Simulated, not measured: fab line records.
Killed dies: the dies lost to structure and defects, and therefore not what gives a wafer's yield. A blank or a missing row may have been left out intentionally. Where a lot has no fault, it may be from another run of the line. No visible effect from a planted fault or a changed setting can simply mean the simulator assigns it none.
A lot that was struck, set against a sound lot ; flow nand-harc ; 15 out of 1159 route steps
Sound: the wafers L437.1, L437.2, L437.5. Struck: wafer L440.2. (L440.3 of the same lot was not struck and is left out.) The cause comes at the end.
Each step with rows lists, per side, the tool, then ch with its chambers, then its first start. Under that, the readings that differ: sound wafers ; struck wafers ; difference of the means ; sigmas: that difference in standard deviations of wafers without a fault.
alike: same words and numbers on both sides, and readings whose means sit less than 2 such deviations apart. not compared: any withheld reading, any reading some wafer has no value for, any bound like >300 that may hide the same value, and any number with overlapping values for which the record gives no deviation.
A row with sigmas, a row that says differs or no value, or rows on one side alone: a step with any of these is where the two part. Non-overlapping numbers with no deviation appear without sigmas and do not part them. Lack of a reading on every wafer of one side parts them only where that side has two or more wafers.

first, 4 steps without rows for these wafers: NHARC_P_BONDPAD_EBR_05; NHARC_P_BONDPAD_EXPOSE_06 (exposes mask P BPAD); NHARC_P_BONDPAD_PEB_07 (peb time 80 s); NHARC_P_BONDPAD_DEVELOP_08 (time 50 s).
NHARC_P_BONDPAD_CD_MEAS_09 targets a cd of 500 nm.
  sound on cd-sem-01 ch 0, day 6 19:10; struck on cd-sem-03 ch 0, day 7 09:23
reading;sound;struck;difference;sigmas
cd-nm (nm);499.8 504.5 503.2;498.0;-4.5;-2
NHARC_P_BONDPAD_OVL_MEAS_38:
  sound on overlay-02 at day 6 19:15; struck on overlay-01 at day 7 09:28
  alike: overlay-x-nm, overlay-y-nm
then, 1 step without rows for these wafers: NHARC_P_BONDPAD_HARDBAKE_10 (time 65 s).
NHARC_P_BONDPAD_DESCUM_11: chemistry O2, time 3 s.
  sound on rie-diel-09 ch 1,3, day 6 19:23; struck on rie-diel-07 ch 2, day 7 09:35
reading;sound;struck;difference;sigmas
rf-vpp-V (V);57.6 56.6 56.5;58.8;+1.9;+2
  alike: drypump-motor-current-A, oes-product-au, showerhead-plenum-p-Torr, throttle-valve-pct
  not compared: rf-hours-counter-h
NHARC_P_BONDPAD_ETCH_37: etches the open film in N2/H2, target depth 60 nm, overetch 18 nm, time 65.91 s.
  sound on rie-diel-09 ch 2,3, day 6 19:28; struck on rie-diel-07 ch 0, day 7 09:42
  alike: drypump-motor-current-A, oes-product-au, rf-fwd-power-W, rf-vpp-V, showerhead-plenum-p-Torr, throttle-valve-pct
  not compared: rf-hours-counter-h
NHARC_P_BONDPAD_ETCH_12: etches the open film in CHF3/O2, target depth 200 nm, time 100 s.
  sound: rie-diel-09 ch 2,3; struck: rie-diel-07 ch 3
reading;sound;struck;difference;sigmas
drypump-motor-current-A (A);4.8 5.7 5.7;6.3;+0.9;+2
oes-product-au (a.u.);0.922 0.917 0.924;0.980;+0.059;+2
  alike: rf-fwd-power-W, rf-vpp-V, showerhead-plenum-p-Torr, throttle-valve-pct
  not compared: rf-hours-counter-h
NHARC_P_BONDPAD_CD_MEAS_13:
  sound on cd-sem-03 at day 6 19:41; struck on cd-sem-01 at day 7 09:58
  alike: cd-nm
NHARC_P_BONDPAD_STRIP_15: strips in O2.
  sound on rie-diel-07 ch 1,2, day 6 19:46; struck on rie-diel-07 ch 3, day 7 10:02
  alike: drypump-motor-current-A, oes-product-au, rf-vpp-V, showerhead-plenum-p-Torr, throttle-valve-pct
  not compared: rf-hours-counter-h
NHARC_P_BONDPAD_ETCH_24: etches the open film in CF4/N2, target depth 30 nm, time 72.99 s.
  sound on rie-diel-07 ch 1,2,3, day 6 19:55; struck on rie-diel-07 ch 2, day 7 10:16
reading;sound;struck;difference;sigmas
oes-product-au (a.u.);1.001 1.012 0.999;0.863;-0.141;-14
  alike: cf4-flow-sccm, drypump-motor-current-A, rf-fwd-power-W, rf-vpp-V, showerhead-plenum-p-Torr, throttle-valve-pct
  not compared: rf-hours-counter-h
then, 2 steps without rows for these wafers: NHARC_P_BONDPAD_STRIP_16 (strips in post etch residue remover, time 600 s); NHARC_END_SORT_01.

## WHERE THEY PART
Earliest at NHARC_P_BONDPAD_CD_MEAS_09; latest, in this record, at NHARC_P_BONDPAD_ETCH_24.

WHY: what had been put in by the simulator
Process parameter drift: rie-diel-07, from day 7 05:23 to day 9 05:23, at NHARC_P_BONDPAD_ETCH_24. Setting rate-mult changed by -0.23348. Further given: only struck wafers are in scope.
